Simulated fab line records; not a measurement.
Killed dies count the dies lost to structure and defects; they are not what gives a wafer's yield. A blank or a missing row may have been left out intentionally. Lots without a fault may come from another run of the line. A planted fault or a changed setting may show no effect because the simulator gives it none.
Split-lot experiment	flow n5_finfet	21 wafers read from 7 lots, route of 1938 steps

SPLIT DETAILS
At N5_HKMG_FIN_ETCH_58 (etches SOC in N2/H2, target depth 215.8 nm, time 741 s), the setting source_w was moved away from the recipe's 875 W on 9 of the 21 wafers read, by -14.8% to +16.8%. All remaining wafers had this setting at the recipe value.

The reading is taken at the split's own step.

THE READING
rf_vpp_V, in V, at N5_HKMG_FIN_ETCH_58 (etches SOC in N2/H2, target depth 215.8 nm, time 741 s). A value of 99.0 V with a standard deviation of 0.82 V is what fault-free wafers of this fab line usually give.

wafer	tool, chamber at the split	source_w as run, W	against the recipe	rf_vpp_V, V	against lot-mates on the recipe
L078.3	rie_diel-05, 2	875	recipe	98.2	-
L078.5	rie_diel-05, 1	875	recipe	99.0	-
L078.6	rie_diel-05, 0	875	recipe	98.7	-
L079.1	rie_diel-01, 1	875	recipe	98.9	-
L079.2	rie_diel-01, 2	996.7	+13.9%	95.2	-3.7
L079.3	rie_diel-01, 3	996.7	+13.9%	92.8	-6.1
L084.2	rie_diel-05, 0	932.4	+6.6%	96.6	-2.4
L084.3	rie_diel-05, 3	875	recipe	98.5	-
L084.4	rie_diel-05, 1	875	recipe	99.5	-
L086.1	rie_diel-01, 1	1022	+16.8%	94.6	-3.5
L086.5	rie_diel-01, 1	875	recipe	98.1	-
L086.6	rie_diel-01, 0	1022	+16.8%	94.8	-3.3
L089.2	rie_diel-02, 2	785	-10.3%	102.3	+2.2
L089.5	rie_diel-02, 3	785	-10.3%	102.9	+2.8
L089.6	rie_diel-02, 2	875	recipe	100.1	-
L092.2	rie_diel-02, 2	875	recipe	99.7	-
L092.3	rie_diel-02, 0	875	recipe	98.5	-
L092.6	rie_diel-02, 1	875	recipe	99.9	-
L094.2	rie_diel-01, 1	745.2	-14.8%	104.0	+4.3
L094.5	rie_diel-01, 0	875	recipe	99.7	-
L094.6	rie_diel-01, 3	745.2	-14.8%	105.4	+5.7

FIT RESULTS
A straight line over all 21 wafers: rf_vpp_V changes by -0.332 V for each +1% of source_w; r = -0.96; the points scatter about the line by 0.84 V.
The same after taking each lot's own level away (the mean of its wafers on the recipe; 21 wafers): -0.284 V for each +1%; r = -0.95; scatter 0.84 V.
According to that fit, moving source_w by its largest amount changes the reading by 4.8 V.
From 98.10 to 100.10 V: that is the span of the lots' own levels, equal to 2.4 times the standard deviation above.
So the lot-to-lot level changes the slope: the two fits differ.
Check: with one of the wafers moved furthest among these (+16.8%) left out of the fit, the line predicts -5.03 V for it against its lot-mates. It came out at -3.5 V against them.
Tool readings at the split's step, against how far the setting was moved: rf_vpp_V r = -0.96.

THESE WAFERS: OTHER SPLITS
Other splits were also applied to these wafers ahead of the reading. Each is held against what the fit with the lots' levels taken away leaves over:
other split on the same wafers	wafers away from the commonest value	r with rf_vpp_V (lot level and that fit taken away)
N5_SD_EPI_P_PEB_07 peb_time_s	5	+0.12
N5_HKMG_FIN_HK_ALD_01 ald_cycles	8	+0.23
N5_HKMG_FIN_COAT_43 spin_rpm	8	+0.24
N5_HKMG_FIN_ETCH_55 bias_w	7	-0.42

THE WHOLE CHAIN: every reading that the file lists as answering this split, in the file's order
step	what it does	reading	change (the file's fit)	r (the file's)
N5_HKMG_FIN_ETCH_58	etches SOC in N2/H2, target depth 215.8 nm, time 741 s	rf_vpp_V	-0.287 V for each +1% of the setting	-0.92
N5_HKMG_FIN_ETCH_58	etches SOC in N2/H2, target depth 215.8 nm, time 741 s	etch.depth_nm (the simulator's own value, which no gauge read)	+1.73 nm for each +1% of the setting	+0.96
N5_HKMG_FIN_ETCH_58	etches SOC in N2/H2, target depth 215.8 nm, time 741 s	SOC_of_HKMG_FIN_COAT_41.thk_nm (the simulator's own value, which no gauge read)	-1.71 nm for each +1% of the setting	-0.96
N5_HKMG_FIN_ETCH_58	etches SOC in N2/H2, target depth 215.8 nm, time 741 s	HKMG_FIN.feature_depth_nm (the simulator's own value, which no gauge read)	+1.73 nm for each +1% of the setting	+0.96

THE FILE'S OWN FIT
rf_vpp_V changes by -0.287 V for each +1% of source_w, r = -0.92.
